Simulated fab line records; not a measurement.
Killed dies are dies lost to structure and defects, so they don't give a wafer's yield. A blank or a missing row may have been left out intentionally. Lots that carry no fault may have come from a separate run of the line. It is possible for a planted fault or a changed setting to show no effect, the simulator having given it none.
Chamber matching	flow n5_finfet	3 sister chambers for N5_BEOL_M5_ILD_DEP_00 on pecvd-01
The step deposits SiCOH lowk from DEMS/porogen, target thk 140.64 nm, time 25.9 s. 6 wafers are shown with their chamber, then 10 later ones without.

== WAFERS, EACH WITH ITS CHAMBER ==
wafer	chamber	throttle_valve_pct (%)	showerhead_vpp_V (V)
L083.2	2	12.2	1365
L082.4	2	12.3	1363
L086.1	1	14.9	1360
L086.4	0	12.9	1273
L087.1	0	13.3	1257
L087.2	1	14.8	1388

== WAFERS MISSING THEIR CHAMBER ==
wafer	throttle_valve_pct (%)	showerhead_vpp_V (V)
L087.5	12.4	1361
L088.3	14.9	1350
L088.4	13.2	1279
L088.5	15.0	1378
L090.2	14.7	1353
L090.5	14.9	1382
L090.6	12.4	1352
L093.3	13.4	1275
L093.4	11.9	1374
L093.6	14.8	1385

== WHICH CHAMBER EACH WENT THROUGH ==
wafer	from the rows above	in truth
L087.5	2	2
L088.3	1	1
L088.4	0	0
L088.5	1	1
L090.2	1	1
L090.5	1	1
L090.6	2	2
L093.3	0	0
L093.4	2	2
L093.6	1	1
Placed correctly: 10 of 10. Can't be placed from these rows: 0. Number placed wrongly: 0.
How it was worked out, from the rows above alone: a wafer's distance from a chamber is the root of the sum, over the readings, of the square of ((its reading less the chamber's mean) divided by the reading's scatter). The wafer belongs to the nearest chamber; if the next one is less than 2 further off, it can't be placed. A chamber's mean is the mean of its shown wafers. The scatter: take each reading less its chamber's mean, square it, sum over the shown wafers, divide by the number of wafers less the number of chambers, and take the root.
